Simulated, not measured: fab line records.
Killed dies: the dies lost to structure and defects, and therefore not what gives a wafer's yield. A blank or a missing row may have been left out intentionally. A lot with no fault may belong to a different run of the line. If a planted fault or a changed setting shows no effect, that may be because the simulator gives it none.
fab line records	flow n5-finfet
record lots=5	wafers=15	last-day=20
route steps=1938 shown BEOL_M2@849
lots with no fault: from the same line, run without faults
start-h: the number of hours between the record's first day and the start of the first shown wafer of the lot	wait-h: how many hours have passed since the lot's step before this one	" identical to the entry in the row above	L1.1+2: a single row standing in for several wafers	- value missing, or start not given	* or withheld: withheld	< > ~ a bound
route shown NAME@n: a module of which the file shows steps, and the number in the route of the first	usual: mean/standard deviation of fault-free wafers	same: alike in all rows	chamber/n: place in a boat	sites: the reading at each site	_std_site: the values' standard deviation	_edge_site: outer sites' mean less inner sites'	radius-mm: for every site, how far away it sits from the centre of the wafer	mask NAME#n: copy n	behind: the tool/chamber that last shaped the wafer	hold: why the lot went on hold/how many hours it stayed there/how the hold came to an end	device: which transistor (n, p or np) failed to switch	end of line: tests of these same wafers at the route's end	where a step has no rows: the recipe by itself	killed: at the first sort, the dies lost to defects and structure; wafer yield is something else	map: shows each die of a wafer: x if killed, . if not, _ if none is there
set.NAME: setting as actually run; set.NAME@STEP: the setting as run at that earlier step	model.NAME: the simulator's own value behind a step, which no gauge read
a table for each step, a row for each wafer; lots at some steps of the route
services: a tool's chamber out of use, with start hour (start-h, from the record's first day; less than 0 if before it), hours out, and reason
## steps
# step N5_BEOL_M2_EBR_07
# recipe solvent=PGMEA	ebr-width-mm=1.5
lot.wafer	tool	chamber	start-h	wait-h
L086.2+3+6	litho-track-05	0	-	-
L087.1+2+3	litho-track-04	0	-	-
L088.2+3+5	litho-track-02	0	-	-
L096.1+3+5	litho-track-04	0	-	-
L097.3+4+6	litho-track-04	0	-	-
# step N5_BEOL_M2_SOFTBAKE_06
# recipe temp-c=110	time-s=60	resist=CAR-EUV
lot.wafer	tool	chamber	start-h	wait-h
L086.2+3+6	litho-track-05	0	-	-
L087.1+2+3	litho-track-04	0	-	-
L088.2+3+5	litho-track-02	0	-	-
L096.1+3+5	litho-track-04	0	-	-
L097.3+4+6	litho-track-04	0	-	-
# step N5_BEOL_M2_EXPOSE_08
# recipe mask-id=M2	na=0.33	source-shape=dipole	sigma-inner=0.369	sigma-outer=0.767	polarization=unpolarized	dose-mj=41.25
lot.wafer	tool	chamber	start-h	wait-h	mask
L086.2+3+6	euv-scanner-02	0	211.09	-	M2#0
L087.1+2+3	euv-scanner-02	0	219.46	-	M2#0
L088.2+3+5	euv-scanner-01	0	228.98	-	M2#0
L096.1+3+5	euv-scanner-01	0	284.13	-	M2#0
L097.3+4+6	euv-scanner-01	0	296.01	-	M2#0
# step N5_BEOL_M2_PEB_09
# recipe peb-temp-c=100	peb-time-s=60	resist=CAR-EUV
# same peb-time-s=60
lot.wafer	tool	chamber	start-h	wait-h
L086.2+3+6	litho-track-02	0	211.15	0.1
L087.1+2+3	litho-track-04	0	219.53	0.1
L088.2+3+5	litho-track-04	0	229.04	0.1
L096.1+3+5	litho-track-02	0	284.19	0.1
L097.3+4+6	litho-track-04	0	296.06	0.0
# step N5_BEOL_M2_DEVELOP_10
# recipe develop-time-s=30	developer=TMAH	resist=CAR-EUV	rinse-liquid=surfactant-rinse	dry=air-spin	dev-temp-c=23
lot.wafer	tool	chamber	start-h	wait-h
L086.2+3+6	litho-track-02	0	-	-
L087.1+2+3	litho-track-04	0	-	-
L088.2+3+5	litho-track-04	0	-	-
L096.1+3+5	litho-track-02	0	-	-
L097.3+4+6	litho-track-04	0	-	-
# step N5_BEOL_M2_CD_MEAS_11
# recipe target-cd-nm=16.79	landing-energy-ev=500	detector=se-inlens	polarity=opening
# usual cd-nm=16.76/0.24
lot.wafer	tool	chamber	start-h	wait-h	cd-nm
L086.2	cd-sem-01	0	211.22	-	16.69
L086.3	"	0	"	"	17.17
L086.6	"	0	"	"	16.89
L087.1	cd-sem-03	0	219.59	-	16.98
L087.2	"	0	"	"	17.11
L087.3	"	0	"	"	16.46
L088.2	cd-sem-03	0	229.11	-	16.61
L088.3	"	0	"	"	16.84
L088.5	"	0	"	"	16.60
L096.1	cd-sem-02	0	284.26	-	17.08
L096.3	"	0	"	"	17.07
L096.5	"	0	"	"	16.83
L097.3	cd-sem-03	0	296.13	-	16.55
L097.4	"	0	"	"	16.94
L097.6	"	0	"	"	16.54
# step N5_BEOL_M2_OVL_MEAS_12
# recipe points-per-wafer=522
# usual M2_OVL=0.0/0.56
lot.wafer	tool	chamber	start-h	wait-h	M2_OVL[nm]
L086.2	overlay-01	0	211.25	0.0	-0.8
L086.3	"	0	"	"	0.0
L086.6	"	0	"	"	0.0
L087.1	overlay-02	0	219.62	0.0	0.6
L087.2	"	0	"	"	-0.4
L087.3	"	0	"	"	0.4
L088.2	overlay-02	0	229.14	0.0	0.0
L088.3	"	0	"	"	-1.1
L088.5	"	0	"	"	-0.2
L096.1	overlay-02	0	284.29	0.0	-1.0
L096.3	"	0	"	"	-0.1
L096.5	"	0	"	"	0.1
L097.3	overlay-02	0	296.17	0.0	0.1
L097.4	"	0	"	"	0.1
L097.6	"	0	"	"	-0.1
# step N5_BEOL_M2_INSPECT_13
# recipe mode=adi	inspect-instrument=brightfield
# usual raw-defect-count=392/79
lot.wafer	tool	chamber	start-h	wait-h	raw-defect-count
L086.2	defect-inspect-02	-	211.31	0.0	283
L086.3	"	-	"	"	422
L086.6	"	-	"	"	461
L087.1	defect-inspect-01	-	219.68	0.1	414
L087.2	"	-	"	"	345
L087.3	"	-	"	"	509
L088.2	defect-inspect-01	-	229.21	0.1	406
L088.3	"	-	"	"	304
L088.5	"	-	"	"	317
L096.1	defect-inspect-02	-	284.35	0.1	451
L096.3	"	-	"	"	368
L096.5	"	-	"	"	397
L097.3	defect-inspect-01	-	296.22	0.0	369
L097.4	"	-	"	"	575
L097.6	"	-	"	"	504
# step N5_BEOL_M2_DESCUM_16
# recipe chemistry=O2	time-s=7	source-power-w=50	bias-power-w=20	pressure-mtorr=20	rf-frequency-hz=2.712e+07	temp-c=40	resist=CAR-EUV	o2-flow-sccm=225
# usual chamber-pressure-mTorr=20.00/0.032	drypump-motor-current-A=5.6/0.52	oes-product-au=0.83/0.085	rf-vpp-V=243.6/1.6	showerhead-plenum-p-Torr=2.12/0.088	throttle-valve-pct=20.37/0.18
lot.wafer	tool	chamber	start-h	wait-h	chamber-pressure-mTorr	drypump-motor-current-A	oes-product-au	rf-hours-counter-h	rf-vpp-V	showerhead-plenum-p-Torr	throttle-valve-pct
L086.2	rie-diel-04	3	211.34	0.0	19.96	6.0	0.99	4	245.2	2.22	20.32
L086.3	"	1	"	"	20.00	5.1	0.86	36	246.3	2.22	20.12
L086.6	"	3	"	"	20.00	6.0	0.99	-	244.7	2.22	20.34
L087.1	rie-diel-03	1	219.72	0.0	20.01	6.5	0.84	78	244.6	2.20	20.37
L087.2	"	3	"	"	20.00	4.8	0.71	214	243.1	2.16	20.74
L087.3	"	2	"	"	20.02	5.3	0.71	220	242.1	1.98	20.53
L088.2	rie-diel-03	1	229.92	0.7	20.01	6.5	0.86	80	244.9	2.20	20.37
L088.3	"	3	"	"	19.99	4.9	0.71	217	243.4	2.16	20.76
L088.5	"	2	"	"	20.01	5.3	0.71	-	240.7	1.98	20.52
L096.1	rie-diel-03	0	284.42	0.1	20.02	5.5	0.91	36	241.5	2.04	20.10
L096.3	"	3	"	"	20.00	4.8	0.69	237	244.2	2.15	20.78
L096.5	"	0	"	"	20.01	5.5	0.91	-	241.8	2.04	20.09
L097.3	rie-diel-03	3	296.25	0.0	20.00	4.8	0.69	241	242.3	2.15	20.79
L097.4	"	0	"	"	20.00	5.5	0.90	39	242.6	2.04	20.11
L097.6	"	3	"	"	20.02	4.8	0.70	-	242.4	2.15	20.79
# step N5_BEOL_M2_ETCH_74
# recipe chemistry=N2/H2	target=underlayer	target-depth-a=65	mask-material=CAR-EUV	time-s=5.2	ion-energy-ev=200	pressure-mtorr=30	source-w=840	bias-w=150	n2-flow-sccm=200	h2-flow-sccm=200	ends=cleared
# usual chamber-pressure-mTorr=30.00/0.035	drypump-motor-current-A=5.6/0.53	etch-rf-on-time-s=5.15/0.062	oes-product-au=0.70/0.072	rf-vpp-V=525/3.2	showerhead-plenum-p-Torr=2.58/0.11	throttle-valve-pct=17.80/0.22
lot.wafer	tool	chamber	start-h	wait-h	chamber-pressure-mTorr	drypump-motor-current-A	etch-rf-on-time-s	oes-product-au	rf-hours-counter-h	rf-vpp-V	showerhead-plenum-p-Torr	throttle-valve-pct
L086.2	rie-diel-04	3	211.38	0.0	29.98	6.0	5.08	0.84	4	528	2.71	17.72
L086.3	"	1	"	"	30.04	5.1	5.25	0.74	36	530	2.71	17.64
L086.6	"	3	"	"	29.95	6.1	5.16	0.85	-	530	2.71	17.73
L087.1	rie-diel-03	1	219.75	0.0	29.98	6.5	5.10	0.71	78	527	2.69	17.88
L087.2	"	3	"	"	30.00	4.9	5.19	0.61	214	525	2.62	18.25
L087.3	"	2	"	"	29.95	5.3	5.21	0.61	220	522	2.42	18.09
L088.2	rie-diel-03	1	229.96	0.0	29.98	6.5	5.06	0.73	80	529	2.69	17.89
L088.3	"	3	"	"	29.97	4.8	5.18	0.60	217	523	2.62	18.24
L088.5	"	2	"	"	29.98	5.3	5.25	0.60	-	520	2.42	18.10
L096.1	rie-diel-03	0	284.45	0.0	29.96	5.5	5.07	0.78	36	523	2.47	17.46
L096.3	"	3	"	"	30.02	4.8	5.20	0.59	237	528	2.61	18.26
L096.5	"	0	"	"	29.98	5.5	5.08	0.78	-	523	2.48	17.45
L097.3	rie-diel-03	3	296.29	0.0	29.95	4.8	5.25	0.60	241	525	2.61	18.27
L097.4	"	0	"	"	29.98	5.5	5.10	0.77	40	522	2.47	17.44
L097.6	"	3	"	"	30.01	4.9	5.19	0.60	-	526	2.61	18.25
# step N5_BEOL_M2_ETCH_63
# recipe chemistry=CF4	target=SiARC	target-depth-a=156	mask-material=CAR-EUV	time-s=26	ion-energy-ev=80	pressure-mtorr=40	source-w=545	bias-w=36	Ar_flow_sccm=100	cf4-flow-sccm=100	ends=cleared
# usual chamber-pressure-mTorr=40.00/0.032	drypump-motor-current-A=5.6/0.53	etch-rf-on-time-s=25.8/0.37	oes-product-au=0.71/0.072	rf-vpp-V=184.4/1.3	showerhead-plenum-p-Torr=2.17/0.083	throttle-valve-pct=15.54/0.21
lot.wafer	tool	chamber	start-h	wait-h	chamber-pressure-mTorr	drypump-motor-current-A	etch-rf-on-time-s	oes-product-au	rf-hours-counter-h	rf-vpp-V	showerhead-plenum-p-Torr	throttle-valve-pct
L086.2	rie-diel-04	3	211.39	0.0	40.04	6.0	25.7	0.85	4	184.7	2.28	15.52
L086.3	"	1	"	"	40.03	5.0	26.2	0.74	36	184.7	2.26	15.22
L086.6	"	3	"	"	39.96	6.1	25.7	0.84	-	184.9	2.28	15.51
L087.1	rie-diel-03	1	219.77	0.0	39.97	6.5	25.9	0.71	78	185.3	2.25	15.55
L087.2	"	3	"	"	39.98	4.8	26.2	0.61	214	184.9	2.21	15.92
L087.3	"	2	"	"	39.94	5.3	26.2	0.60	220	182.5	2.04	15.81
L088.2	rie-diel-03	1	229.97	0.0	40.05	6.5	25.3	0.72	80	185.2	2.25	15.55
L088.3	"	3	"	"	39.96	4.8	25.8	0.61	217	183.8	2.21	15.94
L088.5	"	2	"	"	40.02	5.3	26.1	0.61	-	183.5	2.04	15.80
L096.1	rie-diel-03	0	284.47	0.0	39.99	5.5	25.2	0.78	36	182.9	2.09	15.32
L096.3	"	3	"	"	40.01	4.8	25.6	0.60	237	184.0	2.20	15.98
L096.5	"	0	"	"	40.02	5.5	25.5	0.77	-	182.8	2.09	15.31
L097.3	rie-diel-03	3	296.30	0.0	40.02	4.8	26.1	0.60	241	184.7	2.20	15.98
L097.4	"	0	"	"	39.96	5.5	25.8	0.77	40	184.2	2.09	15.31
L097.6	"	3	"	"	40.06	4.8	26.1	0.60	-	185.0	2.20	15.97
# step N5_BEOL_M2_ETCH_64
# recipe chemistry=N2/H2	target=SOC	target-depth-a=750	overetch-a=225	mask-material=SiARC	temp-c=40	time-s=121.9	ion-energy-ev=200	pressure-mtorr=30	source-w=840	bias-w=150	n2-flow-sccm=200	h2-flow-sccm=200
# usual chamber-pressure-mTorr=30.00/0.03	drypump-motor-current-A=5.6/0.53	oes-product-au=0.62/0.062	rf-vpp-V=525.0/2.9	showerhead-plenum-p-Torr=2.58/0.11	throttle-valve-pct=17.76/0.22
lot.wafer	tool	chamber	start-h	wait-h	chamber-pressure-mTorr	drypump-motor-current-A	oes-product-au	rf-hours-counter-h	rf-vpp-V	showerhead-plenum-p-Torr	throttle-valve-pct
L086.2	rie-diel-04	3	211.42	0.0	30.05	6.0	0.74	4	527.4	2.71	17.69
L086.3	"	1	"	"	30.00	5.0	0.66	36	527.1	2.71	17.60
L086.6	"	3	"	"	29.96	6.0	0.74	-	529.2	2.71	17.68
L087.1	rie-diel-03	1	219.80	0.0	29.99	6.5	0.63	78	527.2	2.69	17.84
L087.2	"	3	"	"	29.97	4.9	0.54	214	525.7	2.62	18.19
L087.3	"	2	"	"	29.98	5.3	0.54	220	521.3	2.42	18.06
L088.2	rie-diel-03	1	230.00	0.0	30.19	6.5	0.63	80	527.5	2.69	17.84
L088.3	"	3	"	"	29.99	4.9	0.54	217	525.8	2.62	18.19
L088.5	"	2	"	"	30.01	5.3	0.54	-	518.1	2.42	18.06
L096.1	rie-diel-03	0	284.50	0.0	29.97	5.5	0.68	36	521.7	2.48	17.40
L096.3	"	3	"	"	29.97	4.9	0.53	237	524.8	2.61	18.23
L096.5	"	0	"	"	30.04	5.5	0.68	-	521.9	2.48	17.42
L097.3	rie-diel-03	3	296.33	0.0	29.98	4.9	0.53	241	525.9	2.61	18.21
L097.4	"	0	"	"	30.01	5.5	0.67	40	521.8	2.47	17.42
L097.6	"	3	"	"	30.00	4.8	0.53	-	525.9	2.61	18.23
# step N5_BEOL_M2_STRIP_65
# recipe chemistry=N2/H2	temp-c=40	n2-flow-sccm=200	h2-flow-sccm=200	rf-frequency-hz=6e+07
lot.wafer	tool	chamber	start-h	wait-h
L086.2+3+6	rie-diel-04	3,1,3	211.53	0.1
L087.1+2+3	rie-diel-03	1,3,2	219.91	0.1
L088.2+3+5	rie-diel-03	1,3,2	230.11	0.1
L096.1+3+5	rie-diel-03	0,3,0	284.61	0.1
L097.3+4+6	rie-diel-03	3,0,3	296.44	0.1
# step N5_BEOL_M2_STRIP_75
# recipe chemistry=N2/H2	temp-c=40	n2-flow-sccm=200	h2-flow-sccm=200	rf-frequency-hz=6e+07
lot.wafer	tool	chamber	start-h	wait-h
L086.2+3+6	rie-diel-04	3,1,3	211.54	0.0
L087.1+2+3	rie-diel-03	1,3,2	219.92	0.0
L088.2+3+5	rie-diel-03	1,3,2	230.12	0.0
L096.1+3+5	rie-diel-03	0,3,0	284.62	0.0
L097.3+4+6	rie-diel-03	3,0,3	296.45	0.0
# step N5_BEOL_M2_STRIP_66
# recipe chemistry=CF4	resist=SiARC	power-w=300	bias-power-w=75	pressure-mtorr=50	cf4-flow-sccm=150	rf-frequency-hz=6e+07
# usual chamber-pressure-mTorr=50.00/0.05	drypump-motor-current-A=5.6/0.52	oes-product-au=0.81/0.08	rf-vpp-V=271.7/1.7	showerhead-plenum-p-Torr=1.82/0.068	throttle-valve-pct=13.51/0.22
lot.wafer	tool	chamber	start-h	wait-h	chamber-pressure-mTorr	drypump-motor-current-A	oes-product-au	rf-hours-counter-h	rf-vpp-V	showerhead-plenum-p-Torr	throttle-valve-pct
L086.2	rie-diel-04	3	211.55	0.0	49.98	6.0	0.96	4	273.5	1.91	13.43
L086.3	"	1	"	"	50.03	5.0	0.85	36	272.7	1.90	13.21
L086.6	"	3	"	"	50.02	6.0	0.96	-	274.1	1.91	13.41
L087.1	rie-diel-03	1	219.93	0.0	49.99	6.5	0.83	78	274.1	1.88	13.50
L087.2	"	3	"	"	50.05	4.8	0.71	214	273.1	1.85	13.91
L087.3	"	2	"	"	49.92	5.2	0.70	220	270.6	1.71	13.76
L088.2	rie-diel-03	1	230.13	0.0	49.99	6.5	0.82	80	273.1	1.88	13.50
L088.3	"	3	"	"	50.03	4.9	0.71	218	271.0	1.85	13.92
L088.5	"	2	"	"	49.99	5.3	0.70	-	269.8	1.71	13.80
L096.1	rie-diel-03	0	284.63	0.0	49.98	5.5	0.89	36	268.9	1.76	13.26
L096.3	"	3	"	"	50.09	4.8	0.69	237	273.0	1.84	13.97
L096.5	"	0	"	"	50.01	5.5	0.89	-	270.2	1.76	13.29
L097.3	rie-diel-03	3	296.46	0.0	50.02	4.8	0.69	241	271.6	1.84	13.96
L097.4	"	0	"	"	50.07	5.5	0.89	40	270.3	1.76	13.30
L097.6	"	3	"	"	49.99	4.8	0.69	-	271.7	1.84	13.99
# step N5_BEOL_M2_HM_OPEN_17
# recipe chemistry=Cl2/BCl3	target-depth-a=200	overetch-a=60	target=TiN	mask-material=SOC	ion-energy-ev=150	pressure-mtorr=10	icp-w=1000	bias-w=126	Cl2_flow_sccm=53.25	bcl3-flow-sccm=21.75	Ar_flow_sccm=25
# usual chamber-pressure-mTorr=10.000/0.013	drypump-motor-current-A=5.6/0.38	oes-product-au=0.67/0.074	throttle-valve-pct=22.12/0.14
lot.wafer	tool	chamber	start-h	wait-h	chamber-pressure-mTorr	drypump-motor-current-A	oes-product-au	rf-hours-counter-h	throttle-valve-pct
L086.2	rie-metal-01	0	211.62	0.1	10.002	5.6	0.76	-	22.10
L086.3	"	0	"	"	9.998	5.5	0.77	-	22.10
L086.6	"	0	"	"	10.007	5.6	0.77	-	22.10
L087.1	rie-metal-01	0	219.97	0.0	10.001	5.6	0.75	10	22.13
L087.2	"	0	"	"	10.007	5.5	0.75	-	22.11
L087.3	"	0	"	"	9.990	5.5	0.75	-	22.11
L088.2	rie-metal-03	0	230.18	0.0	9.998	4.9	0.66	41	22.40
L088.3	"	0	"	"	10.009	4.9	0.66	-	22.39
L088.5	"	0	"	"	10.004	4.9	0.66	-	22.37
L096.1	rie-metal-03	1	284.67	0.0	9.990	5.8	0.64	56	22.05
L096.3	"	0	"	"	9.995	4.9	0.65	-	22.38
L096.5	"	0	"	"	10.008	4.9	0.66	-	22.40
L097.3	rie-metal-01	0	296.53	0.1	9.988	5.6	0.72	-	22.12
L097.4	"	1	"	"	10.002	6.2	0.79	-	21.90
L097.6	"	0	"	"	9.977	5.6	0.73	-	22.13
# step N5_BEOL_M2_STRIP_19
# recipe chemistry=O2	power-w=400	temp-c=40	pressure-mtorr=30	rf-frequency-hz=6e+07	bias-power-w=0	overash-fraction=0.2	o2-flow-sccm=225
# usual chamber-pressure-mTorr=30.003/0.026	drypump-motor-current-A=5.6/0.51	oes-product-au=0.83/0.078	rf-vpp-V=3.6/0.42	showerhead-plenum-p-Torr=2.13/0.085	throttle-valve-pct=16.62/0.16
lot.wafer	tool	chamber	start-h	wait-h	chamber-pressure-mTorr	drypump-motor-current-A	oes-product-au	rf-hours-counter-h	rf-vpp-V	showerhead-plenum-p-Torr	throttle-valve-pct
L086.2	rie-diel-03	2	211.81	0.2	30.016	5.3	0.72	217	3.4	1.98	16.81
L086.3	"	0	"	"	30.008	5.5	0.96	11	4.2	2.05	16.28
L086.6	"	3	"	"	30.002	4.9	0.72	-	4.0	2.16	17.00
L087.1	rie-diel-01	2	220.17	0.2	30.012	5.3	0.89	32	3.3	2.23	16.52
L087.2	"	3	"	"	29.993	6.3	0.87	43	3.3	2.05	16.69
L087.3	"	0	"	"	29.989	5.8	0.80	107	3.8	2.11	16.59
L088.2	rie-diel-01	1	230.48	0.3	29.999	5.1	0.86	53	4.6	2.22	16.59
L088.3	"	2	"	"	29.949	5.3	0.89	36	3.2	2.23	16.51
L088.5	"	0	"	"	30.035	5.7	0.79	-	3.6	2.11	16.58
L096.1	rie-diel-01	3	284.78	0.1	30.050	6.3	0.83	65	4.1	2.05	16.71
L096.3	"	1	"	"	29.988	5.1	0.83	69	3.8	2.21	16.61
L096.5	"	3	"	"	29.981	6.3	0.83	-	3.8	2.05	16.73
L097.3	rie-diel-04	2	296.61	0.1	29.992	6.1	0.77	134	4.3	2.11	16.55
L097.4	"	0	"	"	30.040	5.3	0.84	-	3.0	2.03	16.58
L097.6	"	3	"	"	30.037	6.1	0.91	-	3.9	2.22	16.59
# step N5_BEOL_M2_CD_MEAS_18
# recipe pitch-nm=36	target-cd-nm=18
# usual cd-nm=18.02/0.29
lot.wafer	tool	chamber	start-h	wait-h	cd-nm
L086.2	cd-sem-01	-	211.88	0.1	17.65
L086.3	"	-	"	"	17.97
L086.6	"	-	"	"	18.52
L087.1	cd-sem-02	-	220.24	0.0	18.45
L087.2	"	-	"	"	18.07
L087.3	"	-	"	"	17.76
L088.2	cd-sem-01	-	230.55	0.1	18.23
L088.3	"	-	"	"	18.08
L088.5	"	-	"	"	18.30
L096.1	cd-sem-01	-	284.85	0.0	18.50
L096.3	"	-	"	"	17.83
L096.5	"	-	"	"	18.33
L097.3	cd-sem-02	-	296.69	0.1	18.38
L097.4	"	-	"	"	18.37
L097.6	"	-	"	"	18.10
# step N5_BEOL_M2_COAT_67
# recipe resist=SOC	temp-c=250	time-s=60	spin-rpm=1500	resist-thk-nm=60
lot.wafer	tool	chamber	start-h	wait-h
L086.2+3+6	litho-track-05	0	211.92	0.0
L087.1+2+3	litho-track-05	0	220.28	0.0
L088.2+3+5	litho-track-05	0	230.59	0.0
L096.1+3+5	litho-track-05	0	284.89	0.0
L097.3+4+6	litho-track-04	0	296.72	0.0
# step N5_BEOL_M2_COAT_68
# recipe resist=SiARC	temp-c=220	time-s=60	spin-rpm=1500	resist-thk-nm=12
lot.wafer	tool	chamber	start-h	wait-h
L086.2+3+6	litho-track-05	0	-	-
L087.1+2+3	litho-track-05	0	-	-
L088.2+3+5	litho-track-05	0	-	-
L096.1+3+5	litho-track-05	0	-	-
L097.3+4+6	litho-track-04	0	-	-
# step N5_BEOL_M2_COAT_76
# recipe resist=underlayer	temp-c=205	time-s=60	spin-rpm=1500	resist-thk-nm=5
lot.wafer	tool	chamber	start-h	wait-h
L086.2+3+6	litho-track-05	0	-	-
L087.1+2+3	litho-track-05	0	-	-
L088.2+3+5	litho-track-05	0	-	-
L096.1+3+5	litho-track-05	0	-	-
L097.3+4+6	litho-track-04	0	-	-
# step N5_BEOL_M2_COAT_22
# recipe resist=CAR-EUV	spin-rpm=1500	resist-thk-nm=30
lot.wafer	tool	chamber	start-h	wait-h
L086.2+3+6	litho-track-05	0	-	-
L087.1+2+3	litho-track-05	0	-	-
L088.2+3+5	litho-track-05	0	-	-
L096.1+3+5	litho-track-05	0	-	-
L097.3+4+6	litho-track-04	0	-	-
# step N5_BEOL_M2_EBR_24
# recipe solvent=PGMEA	ebr-width-mm=1.5
lot.wafer	tool	chamber	start-h	wait-h
L086.2+3+6	litho-track-05	0	-	-
L087.1+2+3	litho-track-05	0	-	-
L088.2+3+5	litho-track-05	0	-	-
L096.1+3+5	litho-track-05	0	-	-
L097.3+4+6	litho-track-04	0	-	-
# step N5_BEOL_M2_SOFTBAKE_23
# recipe temp-c=110	time-s=60	resist=CAR-EUV
lot.wafer	tool	chamber	start-h	wait-h
L086.2+3+6	litho-track-05	0	-	-
L087.1+2+3	litho-track-05	0	-	-
L088.2+3+5	litho-track-05	0	-	-
L096.1+3+5	litho-track-05	0	-	-
L097.3+4+6	litho-track-04	0	-	-
# step N5_BEOL_M2_EXPOSE_25
# recipe mask-id=V1	na=0.33	source-shape=quasar	sigma-inner=0.2	sigma-outer=0.8	polarization=unpolarized	defocus-nm=5	dose-mj=63
lot.wafer	tool	chamber	start-h	wait-h	mask
L086.2+3+6	euv-scanner-01	0	212.19	-	V1#0
L087.1+2+3	euv-scanner-01	0	220.41	-	V1#0
L088.2+3+5	euv-scanner-01	0	230.73	-	V1#0
L096.1+3+5	euv-scanner-01	0	285.03	-	V1#0
L097.3+4+6	euv-scanner-01	0	296.89	-	V1#0
# step N5_BEOL_M2_PEB_26
# recipe peb-temp-c=100	peb-time-s=60	resist=CAR-EUV
# same peb-time-s=60
lot.wafer	tool	chamber	start-h	wait-h
L086.2+3+6	litho-track-02	0	212.26	0.1
L087.1+2+3	litho-track-05	0	220.49	0.1
L088.2+3+5	litho-track-02	0	230.80	0.1
L096.1+3+5	litho-track-04	0	285.10	0.1
L097.3+4+6	litho-track-04	0	296.95	0.1
# step N5_BEOL_M2_DEVELOP_27
# recipe develop-time-s=30	developer=TMAH	resist=CAR-EUV	rinse-liquid=surfactant-rinse	dry=air-spin	dev-temp-c=23
lot.wafer	tool	chamber	start-h	wait-h
L086.2+3+6	litho-track-02	0	-	-
L087.1+2+3	litho-track-05	0	-	-
L088.2+3+5	litho-track-02	0	-	-
L096.1+3+5	litho-track-04	0	-	-
L097.3+4+6	litho-track-04	0	-	-
# step N5_BEOL_M2_CD_MEAS_28
# recipe target-cd-nm=26.2	landing-energy-ev=500	detector=se-inlens	target-cd-y-nm=24.1	polarity=opening
# usual cd-nm=26.24/0.24
lot.wafer	tool	chamber	start-h	wait-h	cd-nm
L086.2	cd-sem-01	0	212.33	-	25.91
L086.3	"	0	"	"	25.90
L086.6	"	0	"	"	25.84
L087.1	cd-sem-02	0	220.56	-	26.18
L087.2	"	0	"	"	26.13
L087.3	"	0	"	"	26.40
L088.2	cd-sem-03	0	230.87	-	26.34
L088.3	"	0	"	"	26.18
L088.5	"	0	"	"	25.98
L096.1	cd-sem-01	0	285.17	-	26.10
L096.3	"	0	"	"	25.92
L096.5	"	0	"	"	26.57
L097.3	cd-sem-03	0	297.02	-	25.86
L097.4	"	0	"	"	25.68
L097.6	"	0	"	"	26.05
# step N5_BEOL_M2_OVL_MEAS_29
# recipe points-per-wafer=522
# usual V1_OVL=-0.3/0.7
lot.wafer	tool	chamber	start-h	wait-h	V1_OVL[nm]
L086.2	overlay-01	0	212.36	0.0	1.1
L086.3	"	0	"	"	-0.7
L086.6	"	0	"	"	-0.2
L087.1	overlay-01	0	220.59	0.0	1.1
L087.2	"	0	"	"	-0.8
L087.3	"	0	"	"	0.2
L088.2	overlay-01	0	230.91	0.0	-1.1
L088.3	"	0	"	"	-0.6
L088.5	"	0	"	"	-0.8
L096.1	overlay-02	0	285.20	0.0	-1.4
L096.3	"	0	"	"	-1.2
L096.5	"	0	"	"	-0.8
L097.3	overlay-01	0	297.06	0.0	0.2
L097.4	"	0	"	"	0.1
L097.6	"	0	"	"	-0.1
# step N5_BEOL_M2_INSPECT_30
# recipe mode=adi	inspect-instrument=brightfield
# usual raw-defect-count=396/82
lot.wafer	tool	chamber	start-h	wait-h	raw-defect-count
L086.2	defect-inspect-02	-	212.42	0.0	289
L086.3	"	-	"	"	410
L086.6	"	-	"	"	466
L087.1	defect-inspect-02	-	220.65	0.1	422
L087.2	"	-	"	"	363
L087.3	"	-	"	"	594
L088.2	defect-inspect-01	-	230.96	0.0	385
L088.3	"	-	"	"	306
L088.5	"	-	"	"	304
L096.1	defect-inspect-02	-	285.26	0.1	437
L096.3	"	-	"	"	370
L096.5	"	-	"	"	402
L097.3	defect-inspect-01	-	297.11	0.0	392
L097.4	"	-	"	"	598
L097.6	"	-	"	"	538
# step N5_BEOL_M2_DESCUM_33
# recipe chemistry=O2	time-s=7	source-power-w=50	bias-power-w=20	pressure-mtorr=20	rf-frequency-hz=2.712e+07	temp-c=40	resist=CAR-EUV	o2-flow-sccm=225
# usual chamber-pressure-mTorr=19.999/0.02	drypump-motor-current-A=5.6/0.53	oes-product-au=0.83/0.089	rf-vpp-V=243.6/1.5	showerhead-plenum-p-Torr=2.12/0.089	throttle-valve-pct=20.37/0.19
lot.wafer	tool	chamber	start-h	wait-h	chamber-pressure-mTorr	drypump-motor-current-A	oes-product-au	rf-hours-counter-h	rf-vpp-V	showerhead-plenum-p-Torr	throttle-valve-pct
L086.2	rie-diel-03	0	212.45	0.0	20.016	5.5	0.96	11	243.8	2.05	20.06
L086.3	"	1	"	"	19.977	6.5	0.85	75	244.4	2.20	20.37
L086.6	"	1	"	"	20.027	6.5	0.86	-	242.7	2.21	20.38
L087.1	rie-diel-04	3	220.68	0.0	19.986	6.0	0.97	7	245.4	2.22	20.34
L087.2	"	2	"	"	19.985	6.1	0.79	106	243.5	2.12	20.28
L087.3	"	0	"	"	19.988	5.4	0.86	54	240.7	2.04	20.32
L088.2	rie-diel-04	3	231.19	0.2	19.983	6.0	0.96	10	245.2	2.22	20.35
L088.3	"	2	"	"	20.011	6.1	0.80	109	245.4	2.11	20.30
L088.5	"	3	"	"	19.991	6.0	0.97	-	244.1	2.22	20.34
L096.1	rie-diel-03	1	285.29	0.0	20.050	6.5	0.83	98	245.3	2.20	20.42
L096.3	"	2	"	"	20.000	5.3	0.70	241	241.2	1.97	20.55
L096.5	"	3	"	"	20.014	4.8	0.70	-	244.4	2.15	20.80
L097.3	rie-diel-01	0	297.14	0.0	20.001	5.7	0.77	130	243.4	2.10	20.37
L097.4	"	1	"	"	20.002	5.1	0.83	74	244.7	2.21	20.41
L097.6	"	3	"	"	19.979	6.3	0.83	-	243.3	2.04	20.54
## services
tool	chamber	start-h	hours	kind
euv-scanner-01	-	197.73	1.0	pm
rie-metal-01	1	206.10	-	clean
rie-metal-01	1	206.10	26.7	scheduled-down
rie-metal-01	1	206.10	26.7	vent-cycle
euv-scanner-02	0	228.76	-	calibration
euv-scanner-02	-	229.62	0.8	repair
euv-scanner-02	-	234.62	1.0	pm
euv-scanner-02	-	253.28	0.4	repair
euv-scanner-01	-	253.92	1.0	pm
rie-diel-01	0	264.71	3.7	repair
rie-metal-03	-	270.81	0.8	repair
rie-metal-01	-	272.06	14.6	pm
euv-scanner-02	-	290.73	1.0	pm
euv-scanner-02	-	292.21	4.6	pm
rie-diel-04	1	294.03	23.1	repair
## key
fault none
